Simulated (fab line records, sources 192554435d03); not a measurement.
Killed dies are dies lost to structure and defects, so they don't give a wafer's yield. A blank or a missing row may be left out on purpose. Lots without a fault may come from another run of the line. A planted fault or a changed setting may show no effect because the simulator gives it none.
Chamber matching | flow n5_finfet | N5_BEOL_M1_CMP_52 on cmp-04: 4 sister chambers
The step polishes, stops on SiOC, t overpolish 6.8 s, target thk 40 nm. 4 wafers are shown with their chamber, then 6 later ones without.

WAFERS WITH THEIR CHAMBER
wafer  | chamber | motor_current_A (A)
L985.6 | 0       | 4.7
L989.3 | 1       | 6.2
L989.5 | 3       | 4.8
L989.6 | 2       | 6.1

WAFERS WITHOUT THEIR CHAMBER
wafer  | motor_current_A (A)
L993.1 | 6.4
L993.3 | 4.7
L993.6 | 4.9
L991.2 | 4.9
L991.3 | 6.3
L991.6 | 6.4

WHICH CHAMBER EACH WENT THROUGH
wafer  | from the rows above     | in truth
L993.1 | can't be placed: 1 or 2 | 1
L993.3 | can't be placed: 0 or 3 | 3
L993.6 | can't be placed: 3 or 0 | 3
L991.2 | can't be placed: 3 or 0 | 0
L991.3 | can't be placed: 1 or 2 | 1
L991.6 | can't be placed: 1 or 2 | 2
Placed correctly: 0 of 6. Can't be placed from these rows: 6 (the true chamber is among the candidates in 6). Placed wrongly: 0.
How it was worked out, from the rows above alone: a wafer's distance from a chamber is the root of the sum, over the readings, of the square of ((its reading less the chamber's mean) divided by the reading's scatter). The wafer belongs to the nearest chamber; if the next one is less than 2 further off, it can't be placed. A chamber's mean is the mean of its shown wafers. The scatter: with one shown wafer a chamber, the root of the mean of the squares of how far each hidden wafer lies from its nearest shown one.
